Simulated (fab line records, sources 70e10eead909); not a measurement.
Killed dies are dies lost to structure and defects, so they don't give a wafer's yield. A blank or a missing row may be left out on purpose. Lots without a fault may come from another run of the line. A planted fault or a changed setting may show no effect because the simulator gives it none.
Which tool did it? | flow nand_harc | 7 lots, 21 wafers sampled, at 3 steps of a route of 1302

WHAT THE GAUGES READ, wafer by wafer
NHARC_A_ONON_D2_THK_MEAS_11: measures by ellipsometry.
lot  | measured     | on            | thk_nm (nm)
L731 | day 13 00:34 | film_metro-02 | 992 990 990
L734 | day 14 17:14 | film_metro-01 | 999 998 998
L737 | day 16 00:50 | film_metro-01 | 999 999 1001
L739 | day 16 19:38 | film_metro-01 | 1016 1018 1017
L741 | day 17 05:44 | film_metro-01 | 1014 1015 1014
L743 | day 18 06:29 | film_metro-01 | 1001 1000 1001
L752 | day 22 11:36 | film_metro-01 | 1420 1418 1420 1422 1418 1419

WHICH TOOL RAN EACH LOT (tool, then ch and the chambers of the sampled wafers, then the start)
lot  | NHARC_A_CHANNEL_FILL_D1_STRIP_29              | NHARC_A_ONON_D2_DEP_09
L731 | rie_diel-04 ch 0,3, day 13 00:07 or earlier   | pecvd_onon-02 ch 0, day 13 00:07
L734 | rie_diel-04 ch 0,2,3, day 14 16:43 or earlier | pecvd_onon-01 ch 0, day 14 16:43
L737 | rie_diel-04 ch 0,1,2, day 16 00:20 or earlier | pecvd_onon-03 ch 0, day 16 00:20
L739 | rie_diel-04 ch 1,2,3, day 16 19:14 or earlier | pecvd_onon-01 ch 0, day 16 19:14
L741 | rie_diel-04 ch 2,3, day 17 05:17 or earlier   | pecvd_onon-03 ch 0, day 17 05:17
L743 | rie_diel-03 ch 2,3, day 18 06:02 or earlier   | pecvd_onon-01 ch 0, day 18 06:02
L752 | rie_diel-11 ch 0,1,2, day 22 11:09 or earlier | pecvd_onon-03 ch 0, day 22 11:09
- NHARC_A_CHANNEL_FILL_D1_STRIP_29: strips in O2, time 20 s.
- NHARC_A_ONON_D2_DEP_09: target thk 1000 nm.

THE ANSWER, worked out from the rows above alone
Rule: what is usual is taken from the lots themselves. Put in order of their means at a reading, lots are off if they are a third of the lots or fewer, leave a main group of 4 or more, and stand apart from it by a gap of 3 or more times the standard deviation of the main group's means; of several such gaps the widest counts. A main group whose means are all the same, to the digits that the tables above print for the reading, isn't used. A lot without any number at a reading at which 4 lots or more have one is off too. The other lots that the step has rows for count as sound.
Off: L752, at NHARC_A_ONON_D2_THK_MEAS_11 (thk_nm). The main group: mean 1003 nm, standard deviation 9.3.
A tool fits if, at a process step before that reading, it ran every lot that is off, and no sound lot after the first of them. The gauges at NHARC_A_ONON_D2_THK_MEAS_11 are tried like those tools. NHARC_A_CHANNEL_FILL_D1_STRIP_29 gives no start for some lots, so the hours and the order of its lots are those of NHARC_A_ONON_D2_DEP_09. Can't be told from this: 3 tools fit, rie_diel-11 at NHARC_A_CHANNEL_FILL_D1_STRIP_29, pecvd_onon-03 at NHARC_A_ONON_D2_DEP_09, film_metro-01 at NHARC_A_ONON_D2_THK_MEAS_11.

WHAT THE SIMULATOR HAD PUT IN
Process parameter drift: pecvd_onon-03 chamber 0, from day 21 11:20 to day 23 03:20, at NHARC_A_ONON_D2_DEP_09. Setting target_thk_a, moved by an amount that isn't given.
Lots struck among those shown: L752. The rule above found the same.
